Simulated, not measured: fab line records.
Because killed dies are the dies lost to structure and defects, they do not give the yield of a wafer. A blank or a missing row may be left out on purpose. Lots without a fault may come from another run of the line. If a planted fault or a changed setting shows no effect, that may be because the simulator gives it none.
Matching of chambers :: flow n5_finfet :: rie_diel-06 running N5_BEOL_M1_ETCH_70: 4 sister chambers
The step etches SOC in N2/H2, target depth 80 nm, overetch 16 nm, time 120 s. 4 wafers are shown with their chamber, then 8 later ones without.

EACH WAFER AND ITS CHAMBER
wafer: L086.2
chamber: 0
drypump_motor_current_A (A): 5.8

wafer: L090.4
chamber: 3
drypump_motor_current_A (A): 5.9

wafer: L090.6
chamber: 1
drypump_motor_current_A (A): 6.6

wafer: L091.1
chamber: 2
drypump_motor_current_A (A): 5.7

WAFERS WHOSE CHAMBER IS MISSING
wafer: L091.2
drypump_motor_current_A (A): 6.7

wafer: L091.6
drypump_motor_current_A (A): 5.8

wafer: L094.1
drypump_motor_current_A (A): 5.7

wafer: L094.4
drypump_motor_current_A (A): 5.9

wafer: L094.6
drypump_motor_current_A (A): 6.6

wafer: L096.3
drypump_motor_current_A (A): 5.9

wafer: L096.4
drypump_motor_current_A (A): 5.8

wafer: L096.6
drypump_motor_current_A (A): 5.8

WHICH CHAMBER EACH WENT THROUGH
wafer: L091.2
from the rows above: 1
in truth: 1

wafer: L091.6
from the rows above: 0
in truth: 0

wafer: L094.1
from the rows above: 2
in truth: 2

wafer: L094.4
from the rows above: 3
in truth: 3

wafer: L094.6
from the rows above: 1
in truth: 1

wafer: L096.3
from the rows above: 3
in truth: 3

wafer: L096.4
from the rows above: 0
in truth: 0

wafer: L096.6
from the rows above: 0
in truth: 0
Correctly placed: 8 of 8. Not placeable from these rows: 0. 0 placed wrongly.
How it was worked out, from the rows above alone: a wafer's distance from a chamber is the root of the sum, over the readings, of the square of ((its reading less the chamber's mean) divided by the reading's scatter). The wafer belongs to the nearest chamber; if the next one is less than 2 further off, it can't be placed. For every chamber, the mean is computed from those of its wafers that are shown. The scatter: with one shown wafer a chamber, the root of the mean of the squares of how far each hidden wafer lies from its nearest shown one.
